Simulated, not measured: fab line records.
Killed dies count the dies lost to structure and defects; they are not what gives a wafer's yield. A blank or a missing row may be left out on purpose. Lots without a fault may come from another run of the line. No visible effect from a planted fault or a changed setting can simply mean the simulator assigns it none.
A lot that was struck, set against a sound lot :: flow n5-finfet :: 30 out of 1938 route steps
Sound: wafers L807.1, L807.5, L807.6. Wafers struck: L814.1, L814.5, L814.6. Last of all comes the cause.
Order at every step that has rows: each side's tool, ch and its chambers, its first start. Under that, the readings that differ: sound wafers :: struck wafers :: difference of the means :: sigmas: that difference in standard deviations of wafers without a fault.
alike: readings whose means differ by less than 2 such deviations, and words and numbers that are the same on both sides. not compared: withheld readings, readings that some wafer has no value for, bounds like >300 that may hide the same value, and numbers for which the record gives no deviation and whose values overlap.
A row with sigmas, a row that says differs or no value, or rows on one side alone: a step with any of these is where the two part. Numbers that don't overlap but have no deviation are shown without sigmas and don't part them. Lack of a reading on every wafer of one side parts them only where that side has two or more wafers.

first, 10 steps without rows for these wafers: N5_STI_FIN_REVEAL_SRD_28 (time 30 s); N5_DUMMY_GATE_PRECLEAN_00 (cleans in O3/DIW, time 60 s); N5_DUMMY_GATE_SRD_01 (time 30 s); N5_DUMMY_GATE_ALD_02 (deposits SiO2, target thk 2 nm, pulse time 1 s); N5_DUMMY_GATE_CVD_03 (deposits a-Si from SiH4, target thk 150 nm, time 8042 s); N5_DUMMY_GATE_PRECLEAN_46 (cleans in DIW, time 89.5 s); N5_DUMMY_GATE_SRD_47 (dry time 32 s); N5_DUMMY_GATE_CMP_04 (polishes a-Si); N5_DUMMY_GATE_HM_DEP_06 (deposits SiNx from DCS/NH3, target thk 80 nm, time 5141 s); N5_DUMMY_GATE_PECVD_30 (deposits SiO2 from TEOS/O2, target thk 55 nm, time 10.8 s).
N5_DUMMY_GATE_COAT_34: time 60 s, resist thk 60 nm.
  sound on litho-track-05 ch 0, day 3 16:17; struck on litho-track-05 ch 0, day 5 09:46
reading: spin-speed-rpm (rpm)
sound: 1500.7 1501.5 1501.0
struck: 1196.6 1196.3 1197.4
difference: -304.3
sigmas: -99 or more

reading: model.SOC_of_DUMMY_GATE_COAT_34.thk-nm (nm)
sound: 59.8 59.8 60
struck: 67.4 67.2 67
difference: +7.3
sigmas: 
then, 11 steps without rows for these wafers: N5_DUMMY_GATE_COAT_35 (time 60 s, resist thk 10 nm); N5_DUMMY_GATE_COAT_28 (time 60 s, resist thk 10 nm); N5_DUMMY_GATE_COAT_09 (resist thk 30 nm); N5_DUMMY_GATE_EBR_11; N5_DUMMY_GATE_SOFTBAKE_10 (time 60 s); N5_DUMMY_GATE_EXPOSE_12 (exposes mask GATE, target cd 25 nm); N5_DUMMY_GATE_PEB_13 (peb time 60 s); N5_DUMMY_GATE_DEVELOP_14 (develop time 30 s); N5_DUMMY_GATE_DESCUM_20 (chemistry O2, time 6.2 s); N5_DUMMY_GATE_ETCH_29 (etches underlayer in N2/H2, target depth 13 nm); N5_DUMMY_GATE_ETCH_36 (etches SiARC in CF4, target depth 13 nm).
N5_DUMMY_GATE_ETCH_37: etches SOC in N2/H2, target depth 60 nm, overetch 30 nm.
  sound on rie-diel-02 ch 2,3, day 3 16:49; struck on rie-diel-06 ch 0,1,3, day 5 10:26
reading: model.etch.depth-nm (nm)
sound: 59.84 59.84 59.94
struck: 67.31 67.25 67.06
difference: +7.33
sigmas: 
  alike: drypump-motor-current-A, n2-flow-sccm, oes-product-au, rf-vpp-V, showerhead-plenum-p-Torr, throttle-valve-pct
  not compared: rf-hours-counter-h
then, 4 steps without rows for these wafers: N5_DUMMY_GATE_STRIP_38 (strips in N2/H2); N5_DUMMY_GATE_STRIP_39 (strips in N2/H2); N5_DUMMY_GATE_TRIM_49 (chemistry O2, time 29 s, target cd 14 nm); N5_DUMMY_GATE_STRIP_40 (strips in CF4).
N5_DUMMY_GATE_ETCH_31: etches SiO2 in C4F6/O2, target depth 82.5 nm, time 27.5 s.
  sound on rie-diel-02 ch 0,2,3, day 3 17:16; struck on rie-diel-06 ch 2,3, day 5 10:43
reading: model.SOC_of_DUMMY_GATE_COAT_34.thk-nm (nm)
sound: 51.8 51.8 51.8
struck: 59.2 59.4 58.8
difference: +7.3
sigmas: 
  alike: drypump-motor-current-A, oes-product-au, rf-vpp-V, showerhead-plenum-p-Torr, throttle-valve-pct
  not compared: rf-hours-counter-h
then, 1 step without rows for these wafers: N5_DUMMY_GATE_STRIP_41 (strips in O2).
-- here the record skips 5 days between the struck wafers' starts before and after, leaving off in module DUMMY_GATE and picking up in module BEOL_M4 (first step shown: number 1111 of the route) --
N5_BEOL_M4_RC_MEAS_101:
  sound on prober-02 ch 0, day 8 23:52; struck on prober-01 ch 0, day 10 05:17
  alike: DIBL_N, DIBL_P, IOFF_N, IOFF_P, ION_N, ION_P, SS_N, SS_P, VT_N, VT_P

WHERE THEY PART
Within this record, at N5_DUMMY_GATE_COAT_34 only. Later steps at which nothing parts them and some readings are alike: N5_DUMMY_GATE_ETCH_37, N5_DUMMY_GATE_ETCH_31, N5_BEOL_M4_RC_MEAS_101.

WHY: the cause the simulator had injected
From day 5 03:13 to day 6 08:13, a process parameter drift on litho-track-05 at N5_DUMMY_GATE_COAT_34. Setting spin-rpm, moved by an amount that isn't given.
